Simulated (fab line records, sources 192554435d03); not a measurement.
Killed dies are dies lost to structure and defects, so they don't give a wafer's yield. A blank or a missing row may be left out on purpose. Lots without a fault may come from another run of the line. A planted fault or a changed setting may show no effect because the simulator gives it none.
fab line records | flow n5_finfet
record lots=10 wafers=30 last_day=17
route steps=1938 shown FIN_SAQP@152 FIN_CUT@163 BEOL_M4@1111 PASSIVATION@1936
lots that met no fault: from a run of the same line without faults
start_h: hours from the record's first day to the start of the lot's first wafer shown | wait_h: hours since the lot's step before | " the same as in the row above | L1.1+2: a row that stands for several wafers | - no value, or no start given | * or withheld: withheld | < > ~ a bound
route shown NAME@n: a module of which the file shows steps, and the number in the route of the first | usual: mean/standard deviation of fault-free wafers | same: alike in all rows | chamber/n: place in a boat | sites: the reading at each site | _std_site: their standard deviation | _edge_site: outer sites' mean less inner sites' | radius_mm: how far each site lies from the wafer's centre | mask NAME#n: copy n | behind: the tool/chamber that last shaped the wafer | hold: why the lot was held/for how many hours/how that ended | device: the transistor (n, p or np) that didn't switch | end of line: the same wafers' tests at the end of the route | a step without rows: its recipe alone | killed: dies lost to structure and defects at the first sort, not the wafer's yield | map: a wafer's dies, x killed, . not, _ none there
set.NAME: the setting as run; set.NAME@STEP: as run at that earlier step | model.NAME: the simulator's own value behind a step, which no gauge read
steps of the route over a sample of lots; a table a step, a row a wafer
services: from which hour (start_h, from the record's first day; less than 0 if before it) a tool's chamber was out of use, for how many hours, and why
## steps
# step N5_FIN_SAQP_OCD_MEAS_76
# usual trench_depth_nm=120.3/1.5
# columns lot.wafer tool chamber start_h wait_h trench_depth_nm
L100.3 ocd-01 - 29.71 0.0 121.9
L100.4 " - " " 117.6
L100.5 " - " " 119.1
L102.1 ocd-01 - 38.49 0.0 119.7
L102.3 " - " " 121.8
L102.4 " - " " 121.8
L105.1 ocd-01 - 56.19 0.0 117.7
L105.4 " - " " 120.3
L105.6 " - " " 119.3
L106.1 ocd-01 - 63.92 0.0 120.5
L106.3 " - " " 121.0
L106.5 " - " " 119.5
L107.1 ocd-01 - 68.64 0.0 119.0
L107.2 " - " " 118.0
L107.5 " - " " 119.4
L109.4 ocd-01 - 82.10 0.0 124.2
L109.5 " - " " 122.9
L109.6 " - " " 121.2
L119.1 ocd-01 - 146.44 0.0 120.5
L119.4 " - " " 120.6
L119.6 " - " " 121.1
L120.1 ocd-02 - 147.23 0.0 120.0
L120.3 " - " " 121.3
L120.4 " - " " 118.6
L121.2 ocd-01 - 154.15 0.0 118.5
L121.3 " - " " 120.5
L121.4 " - " " 118.2
L122.3 ocd-01 - 159.47 0.0 119.7
L122.4 " - " " 120.8
L122.5 " - " " 121.2
# step N5_FIN_CUT_CD_MEAS_08
# recipe target_cd_nm=29.1 landing_energy_ev=500 detector=se_inlens polarity=opening
# usual cd_nm=29.10/0.22
# columns lot.wafer tool chamber start_h wait_h cd_nm
L100.3 cd_sem-02 0 30.17 - 29.58
L100.4 " 0 " " 29.17
L100.5 " 0 " " 29.29
L102.1 cd_sem-01 0 38.95 - 29.18
L102.3 " 0 " " 29.14
L102.4 " 0 " " 29.28
L105.1 cd_sem-02 0 56.66 - 29.16
L105.4 " 0 " " 28.85
L105.6 " 0 " " 28.98
L106.1 cd_sem-02 0 64.25 - 29.16
L106.3 " 0 " " 29.04
L106.5 " 0 " " 28.97
L107.1 cd_sem-03 0 69.10 - 29.43
L107.2 " 0 " " 28.67
L107.5 " 0 " " 29.46
L109.4 cd_sem-01 0 82.56 - 29.27
L109.5 " 0 " " 28.88
L109.6 " 0 " " 29.73
L119.1 cd_sem-02 0 146.89 - 29.22
L119.4 " 0 " " 29.31
L119.6 " 0 " " 29.28
L120.1 cd_sem-01 0 147.57 - 29.28
L120.3 " 0 " " 29.16
L120.4 " 0 " " 29.51
L121.2 cd_sem-01 0 154.61 - 29.28
L121.3 " 0 " " 29.21
L121.4 " 0 " " 29.27
L122.3 cd_sem-02 0 159.80 - 29.21
L122.4 " 0 " " 28.95
L122.5 " 0 " " 29.12
# step N5_FIN_CUT_OVL_MEAS_09
# recipe points_per_wafer=522
# usual FIN_CUT_OVL=-0.3/0.76
# columns lot.wafer tool chamber start_h wait_h FIN_CUT_OVL[nm]
L100.3 overlay-01 0 30.21 0.0 -0.2
L100.4 " 0 " " -0.8
L100.5 " 0 " " 0.6
L102.1 overlay-01 0 38.98 0.0 -0.7
L102.3 " 0 " " -2.0
L102.4 " 0 " " -0.9
L105.1 overlay-02 0 56.69 0.0 -1.3
L105.4 " 0 " " -1.3
L105.6 " 0 " " -0.6
L106.1 overlay-01 0 64.28 0.0 -1.7
L106.3 " 0 " " -1.1
L106.5 " 0 " " -1.0
L107.1 overlay-01 0 69.13 0.0 -1.1
L107.2 " 0 " " 0.8
L107.5 " 0 " " -0.9
L109.4 overlay-01 0 82.60 0.0 -1.6
L109.5 " 0 " " 0.5
L109.6 " 0 " " -0.1
L119.1 overlay-02 0 146.92 0.0 -0.2
L119.4 " 0 " " -0.9
L119.6 " 0 " " -1.1
L120.1 overlay-02 0 147.60 0.0 0.5
L120.3 " 0 " " -0.4
L120.4 " 0 " " -1.2
L121.2 overlay-02 0 154.65 0.0 0.2
L121.3 " 0 " " 1.3
L121.4 " 0 " " 0.2
L122.3 overlay-01 0 159.84 0.0 0.4
L122.4 " 0 " " -1.1
L122.5 " 0 " " -1.1
# step N5_FIN_CUT_CUT_ETCH_15
# recipe chemistry=HBr/Cl2/O2 target=Si target_depth_a=1000 bt_time_s=10 mask_material=SOC time_s=42.4 ion_energy_ev=* bias_w=* pressure_mtorr=10 icp_w=800 HBr_flow_sccm=150 Cl2_flow_sccm=80 O2_flow_sccm=12
# usual bias_w=* drypump_motor_current_A=5.8/0.6 oes_product_au=0.997/0.017 rf_fwd_power_W=* throttle_valve_pct=37.28/0.2
# columns lot.wafer tool chamber start_h wait_h bias_w drypump_motor_current_A oes_product_au rf_fwd_power_W rf_hours_counter_h throttle_valve_pct
L100.3 rie_si-02 0 31.58 0.0 * 5.0 1.009 * 21 36.93
L100.4 " 2 " " * 6.7 1.012 * 200 37.68
L100.5 " 3 " " * 6.5 0.963 * - 37.36
L102.1 rie_si-05 1 39.70 0.1 * 5.6 0.993 * 106 37.10
L102.3 " 0 " " * 6.2 1.012 * 125 37.30
L102.4 " 3 " " * 5.2 0.993 * 70 37.36
L105.1 rie_si-06 0 57.54 0.1 * 5.7 0.989 * 32 37.34
L105.4 " 1 " " * 5.6 0.990 * 134 37.29
L105.6 " 0 " " * 5.7 0.992 * - 37.32
L106.1 rie_si-02 1 65.01 0.1 * 5.7 0.989 * 67 37.37
L106.3 " 0 " " * 5.0 1.006 * 22 36.94
L106.5 " 1 " " * 5.7 0.999 * - 37.38
L107.1 rie_si-02 1 69.85 0.1 * 5.6 0.994 * 68 37.35
L107.2 " 2 " " * 6.7 1.007 * 201 37.66
L107.5 " 1 " " * 5.7 1.002 * - 37.36
L109.4 rie_si-02 3 83.33 0.1 * 6.5 0.971 * - 37.35
L109.5 " 0 " " * 5.0 1.016 * - 36.94
L109.6 " 1 " " * 5.7 1.001 * - 37.37
L119.1 rie_si-02 3 147.96 0.1 * 6.6 0.974 * 27 37.35
L119.4 " 0 " " * 4.9 1.014 * 23 36.94
L119.6 " 2 " " * 6.7 1.023 * - 37.60
L120.1 rie_si-02 0 148.40 0.1 * 4.9 1.009 * 23 36.94
L120.3 " 1 " " * 5.7 0.995 * 69 37.37
L120.4 " 2 " " * 6.7 1.009 * 1 37.59
L121.2 rie_si-02 3 155.97 0.1 * 6.6 0.966 * 27 37.35
L121.3 " 1 " " * 5.7 0.999 * 69 37.36
L121.4 " 0 " " * 4.9 1.019 * 24 36.93
L122.3 rie_si-06 1 160.61 0.1 * 5.6 0.984 * 136 37.28
L122.4 " 3 " " * 5.7 0.987 * 128 37.21
L122.5 " 2 " " * 5.8 1.009 * - 37.20
# step N5_FIN_CUT_INSPECT_17
# recipe inspect_instrument=brightfield mode=aei
# usual raw_defect_count=213/51
# columns lot.wafer tool chamber start_h wait_h raw_defect_count
L100.3 defect_inspect-01 - 31.95 0.0 176
L100.4 " - " " 132
L100.5 " - " " 161
L102.1 defect_inspect-02 - 39.98 0.0 211
L102.3 " - " " 209
L102.4 " - " " 226
L105.1 defect_inspect-01 - 57.82 0.0 241
L105.4 " - " " 220
L105.6 " - " " 285
L106.1 defect_inspect-02 - 65.29 0.0 127
L106.3 " - " " 215
L106.5 " - " " 201
L107.1 defect_inspect-01 - 70.14 0.0 1780
L107.2 " - " " 1649
L107.5 " - " " 1630
L109.4 defect_inspect-02 - 83.62 0.0 1632
L109.5 " - " " 1633
L109.6 " - " " 1754
L119.1 defect_inspect-02 - 148.24 0.0 143
L119.4 " - " " 221
L119.6 " - " " 183
L120.1 defect_inspect-02 - 148.68 0.0 216
L120.3 " - " " 182
L120.4 " - " " 264
L121.2 defect_inspect-02 - 156.33 0.0 235
L121.3 " - " " 214
L121.4 " - " " 223
L122.3 defect_inspect-01 - 160.90 0.0 269
L122.4 " - " " 257
L122.5 " - " " 185
# step N5_BEOL_M4_RC_MEAS_101
# usual DIBL_N=35.9/1.4 DIBL_P=35.9/1.7 IOFF_N=0.155/0.023 IOFF_P=0.201/0.029 ION_N=672/8.8 ION_P=460/7 SS_N=71.6/0.48 SS_P=73.1/0.64 VT_N=250.0/3 VT_P=-251.6/3
# columns lot.wafer tool chamber start_h wait_h DIBL_N[mV/V] DIBL_P[mV/V] IOFF_N[nA/um] IOFF_P[nA/um] ION_N[uA/um] ION_P[uA/um] SS_N[mV/dec] SS_P[mV/dec] VT_N[mV] VT_P[mV]
L100.3 prober-02 0 170.23 0.3 34.6 35.1 0.131 0.195 667 460 71.7 73.3 250.4 -252.1
L100.4 " 0 " " 38.2 38.6 0.191 0.252 680 464 72.2 74.6 245.9 -250.6
L100.5 " 0 " " 37.1 37.4 0.174 0.229 672 459 71.7 74.0 247.3 -249.8
L102.1 prober-02 0 182.94 0.0 35.3 34.0 0.146 0.207 672 469 71.8 72.6 252.7 -248.6
L102.3 " 0 " " 35.4 34.6 0.144 0.206 670 462 71.1 73.0 250.4 -247.5
L102.4 " 0 " " 36.0 36.0 0.163 0.232 688 475 72.0 73.2 248.6 -247.8
L105.1 prober-01 0 191.89 0.0 32.8 34.9 0.126 0.168 663 453 71.3 73.3 254.2 -257.0
L105.4 " 0 " " 35.5 37.1 0.165 0.200 671 456 71.5 73.6 250.1 -254.1
L105.6 " 0 " " 35.6 37.1 0.161 0.208 668 459 72.1 73.6 251.3 -250.2
L106.1 prober-01 0 202.06 0.0 34.1 35.0 0.128 0.162 660 452 71.6 72.4 252.3 -254.1
L106.3 " 0 " " 35.3 36.8 0.150 0.179 674 457 71.1 73.4 249.7 -254.3
L106.5 " 0 " " 36.0 37.7 0.161 0.186 676 460 72.0 73.6 251.4 -253.0
L107.1 prober-02 0 216.75 0.0 33.8 33.6 0.126 0.147 669 453 70.9 72.7 251.1 -256.9
L107.2 " 0 " " 35.1 34.5 0.141 0.155 669 443 71.8 72.7 251.5 -256.8
L107.5 " 0 " " 34.4 34.1 0.131 0.148 665 448 70.8 72.1 252.5 -256.1
L109.4 prober-02 0 234.46 0.5 33.1 31.8 0.114 0.162 657 454 71.0 72.5 251.4 -253.1
L109.5 " 0 " " 35.3 34.6 0.157 0.205 674 459 71.5 73.1 247.7 -252.2
L109.6 " 0 " " 33.2 32.0 0.117 0.164 674 458 69.9 71.5 253.3 -252.7
L120.1 prober-02 0 286.47 0.0 39.1 39.8 0.211 0.260 682 462 72.3 74.4 243.3 -250.6
L120.3 " 0 " " 38.5 39.4 0.195 0.250 685 464 72.4 73.7 248.6 -249.5
L120.4 " 0 " " 37.6 38.0 0.187 0.231 686 469 71.8 73.0 243.6 -249.3
L119.1 prober-01 0 286.94 0.0 36.6 37.5 0.168 0.213 682 461 72.3 73.8 248.7 -250.7
L119.4 " 0 " " 36.3 37.9 0.170 0.217 676 460 72.0 74.1 248.1 -251.7
L119.6 " 0 " " 35.4 36.6 0.149 0.199 668 461 72.8 73.7 250.8 -250.6
L121.2 prober-01 0 304.38 0.2 35.4 36.7 0.188 0.220 688 469 71.3 73.3 243.8 -248.9
L121.3 " 0 " " 36.3 38.7 0.205 0.250 680 465 71.7 73.7 244.3 -249.2
L121.4 " 0 " " 37.0 39.4 0.231 0.267 676 462 72.3 74.4 243.5 -249.4
L122.3 prober-01 0 306.07 0.6 35.9 35.7 0.155 0.183 679 461 71.4 72.8 248.4 -253.1
L122.4 " 0 " " 37.2 35.9 0.157 0.196 670 454 71.7 73.5 250.7 -252.3
L122.5 " 0 " " 34.9 34.2 0.132 0.171 666 451 70.5 73.4 252.3 -254.2
# step N5_PASSIVATION_PROBE_49
# usual defect_limited_yield=91.7/1.5 killed_at_M0_to_M3=30/8.6 killed_at_M4_up=12/4.5 killed_at_contacts=13/5.8 killed_at_front_end=38/11 killed_at_other=4/3 killed_dies=97/17 killed_open=63/12 killed_short=32/8.8 sort_bin_5_function=4.8/0.91 sort_bin_6_memory=3.1/0.68 sort_n_pass=1083/17 sort_yield_pct=91.7/1.5
# same gross_dies=1180 killed_at_back_side=0 sort_bin_4_leakage[%]=0 sort_bin_8_speed[%]=0
# columns lot.wafer tool chamber start_h wait_h defect_limited_yield[%] killed_at_M0_to_M3 killed_at_M4_up killed_at_contacts killed_at_front_end killed_at_other killed_dies killed_open killed_short sort_bin_5_function[%] sort_bin_6_memory[%] sort_n_pass sort_yield_pct[%]
L107.1 prober-01 - 318.37 0.0 78.3 27 12 11 203 3 256 63 27 13.2 3.7 924 78.3
L107.2 prober-01 - 318.42 0.1 84.2 24 9 5 148 1 187 37 27 8.3 3.6 993 84.2
L107.5 prober-01 - 318.57 0.2 79.9 30 10 5 190 2 237 43 37 11.4 4.1 943 79.9
L109.4 prober-01 - 336.44 0.2 78.7 38 16 14 182 1 251 66 27 13.2 3.7 929 78.7
L109.5 prober-01 - 336.49 0.2 77.7 38 13 25 184 3 263 68 37 13.3 4.1 917 77.7
L109.6 prober-01 - 336.54 0.3 80.7 20 10 10 187 1 228 45 24 10.8 4.0 952 80.7
# killed by level:class
L107.1 FIN_CUT:unspecified=164 STI_FIN_REVEAL:geometric_particle:open=13 MOL_CONTACT_COAG:geometric_particle:open=10 FIN_SAQP:geometric_particle:short=9 BEOL_M1:geometric_particle:open=8 FIN_SAQP:geometric_particle:open=6 BEOL_M3:geometric_particle:open=6 BEOL_M0_SAQP:geometric_particle:open=4
L107.2 FIN_CUT:unspecified=122 FIN_SAQP:geometric_particle:short=11 BEOL_M3:geometric_particle:open=6 BEOL_M1:geometric_particle:open=5 BEOL_M2:geometric_particle:open=5 FIN_SAQP:geometric_particle:open=4 STI_FIN_REVEAL:geometric_particle:open=4 MOL_CONTACT_COAG:geometric_particle:open=4
L107.5 FIN_CUT:unspecified=155 FIN_SAQP:geometric_particle:short=12 BEOL_M0_SAQP:geometric_particle:open=8 BEOL_M0_SAQP:geometric_particle:short=8 FIN_SAQP:geometric_particle:open=6 STI_FIN_REVEAL:geometric_particle:open=6 BEOL_M1:geometric_particle:open=5 BEOL_M2:geometric_particle:open=5
L109.4 FIN_CUT:unspecified=157 MOL_CONTACT_COAG:geometric_particle:open=12 BEOL_M2:geometric_particle:open=10 BEOL_M1:geometric_particle:open=8 BEOL_M4:geometric_particle:open=8 BEOL_M0_SAQP:geometric_particle:short=7 FIN_SAQP:geometric_particle:short=4 STI_FIN_REVEAL:geometric_particle:open=4
L109.5 FIN_CUT:unspecified=154 MOL_CONTACT_COAG:geometric_particle:open=19 STI_FIN_REVEAL:geometric_particle:open=9 BEOL_M0_SAQP:geometric_particle:open=8 BEOL_M0_SAQP:geometric_particle:short=7 BEOL_M4:geometric_particle:open=7 MOL_CONTACT_COAG:geometric_particle:short=6 BEOL_M3:geometric_particle:open=6
L109.6 FIN_CUT:unspecified=158 MOL_CONTACT_COAG:geometric_particle:open=8 STI_FIN_REVEAL:geometric_particle:open=6 BEOL_M4:geometric_particle:open=5 BEOL_M2:geometric_particle:open=4 BEOL_M0_SAQP:geometric_particle:short=4 FIN_SAQP:geometric_particle:open=3 FIN_SAQP:geometric_particle:short=3
## services
# columns tool chamber start_h hours kind
rie_si-06 2 23.74 4.1 repair
rie_si-02 - 24.96 0.2 repair
rie_si-05 - 26.35 0.8 repair
rie_si-06 - 70.49 0.7 repair
rie_si-06 - 72.36 14.6 pm
rie_si-02 2 80.47 - clean
rie_si-02 2 80.47 19.3 scheduled_down
rie_si-02 2 80.47 19.3 vent_cycle
## key
first_sign step=N5_FIN_CUT_INSPECT_17 reading=raw_defect_count direction=up sigmas=29 usual=213 struck=1680
effect step=N5_PASSIVATION_PROBE_49 reading=killed_at_front_end direction=up sigmas=13 usual=38 struck=182
more_kills_born_at N5_FIN_CUT_CUT_ETCH_15@rie_si-02=910
met_at N5_FIN_CUT_CUT_ETCH_15
struck_lots L107,L109
not_acting_at N5_FIN_SAQP_OCD_MEAS_76,N5_FIN_CUT_CD_MEAS_08,N5_FIN_CUT_OVL_MEAS_09
onset_between 65.01 69.85
fault kind=chamber_particle_source tool=rie_si-02 chamber=- onset_h=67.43 steps=N5_FIN_CUT_CUT_ETCH_15 rate_per_visit_cm2=2.2384 end_h=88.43
